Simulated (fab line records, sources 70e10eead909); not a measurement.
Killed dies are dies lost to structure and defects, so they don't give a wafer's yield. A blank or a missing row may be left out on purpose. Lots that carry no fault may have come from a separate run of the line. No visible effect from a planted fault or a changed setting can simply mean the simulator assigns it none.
Chamber matching    flow nandHarc    NHARC_P_M1_DESCUM_14 on rieDiel-05 has 4 sister chambers
The step chemistry O2, time 3 s. 4 wafers are shown with their chamber, then 9 later ones without.

## EACH WAFER AND ITS CHAMBER
wafer   chamber  showerheadPlenumPTorr (Torr)
L082.5  3        1.93
L086.6  1        1.99
L089.2  2        1.79
L089.6  0        2.01

## WAFERS WITH NO CHAMBER GIVEN
wafer   showerheadPlenumPTorr (Torr)
L088.1  1.79
L088.4  1.99
L088.5  1.99
L095.2  1.78
L095.4  1.99
L095.5  1.99
L097.2  1.92
L097.4  1.99
L097.6  2.01

## WHICH CHAMBER EACH ONE RAN IN
wafer   from the rows above  in truth
L088.1  2                    2
L088.4  1                    1
L088.5  1                    1
L095.2  2                    2
L095.4  1                    1
L095.5  1                    1
L097.2  3                    3
L097.4  1                    1
L097.6  0                    0
Placed correctly: 9 of 9. From these rows, 0 cannot be placed. Wrongly placed: 0.
How it was worked out, from the rows above alone: a wafer's distance from a chamber is the root of the sum, over the readings, of the square of ((its reading less the chamber's mean) divided by the reading's scatter). The wafer belongs to the nearest chamber; if the next one is less than 2 further off, it can't be placed. Each chamber's mean is taken over the wafers shown for it. The scatter (one wafer shown for each chamber): square how far every hidden wafer sits from the nearest shown wafer, average those squares and take the square root.
